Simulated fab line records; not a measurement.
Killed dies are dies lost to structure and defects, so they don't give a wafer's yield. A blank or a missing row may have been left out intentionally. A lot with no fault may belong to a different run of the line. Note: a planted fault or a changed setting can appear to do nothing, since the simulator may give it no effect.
Matching of chambers | flow n5_finfet | 4 sister chambers for N5_BEOL_M7_DESCUM_16 on rie_diel-04
The step chemistry O2, time 7.9 s. 4 wafers are shown with their chamber, then 10 later ones without.

## WAFERS, EACH WITH ITS CHAMBER
wafer  | chamber | throttle_valve_pct (%)
L082.5 | 0       | 20.2
L088.6 | 1       | 20.6
L089.3 | 3       | 19.7
L089.4 | 2       | 20.5

## WAFERS WITH NO CHAMBER GIVEN
wafer  | throttle_valve_pct (%)
L089.6 | 19.8
L094.2 | 20.5
L094.5 | 20.6
L094.6 | 20.2
L095.1 | 19.8
L095.3 | 20.2
L095.4 | 20.6
L097.1 | 20.6
L097.2 | 19.8
L097.5 | 19.8

## WHICH CHAMBER EACH WENT THROUGH
wafer  | from the rows above     | in truth
L089.6 | 3                       | 3
L094.2 | can't be placed: 2 or 1 | 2
L094.5 | can't be placed: 1 or 2 | 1
L094.6 | 0                       | 0
L095.1 | 3                       | 3
L095.3 | 0                       | 0
L095.4 | can't be placed: 1 or 2 | 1
L097.1 | can't be placed: 1 or 2 | 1
L097.2 | 3                       | 3
L097.5 | 3                       | 3
Placed correctly: 6 of 10. These rows do not allow placing 4 (true chamber among the candidates in 4). 0 placed wrongly.
How it was worked out, from the rows above alone: a wafer's distance from a chamber is the root of the sum, over the readings, of the square of ((its reading less the chamber's mean) divided by the reading's scatter). The wafer belongs to the nearest chamber; if the next one is less than 2 further off, it can't be placed. For every chamber, the mean is computed from those of its wafers that are shown. The scatter (one wafer shown for each chamber): square how far every hidden wafer sits from the nearest shown wafer, average those squares and take the square root.
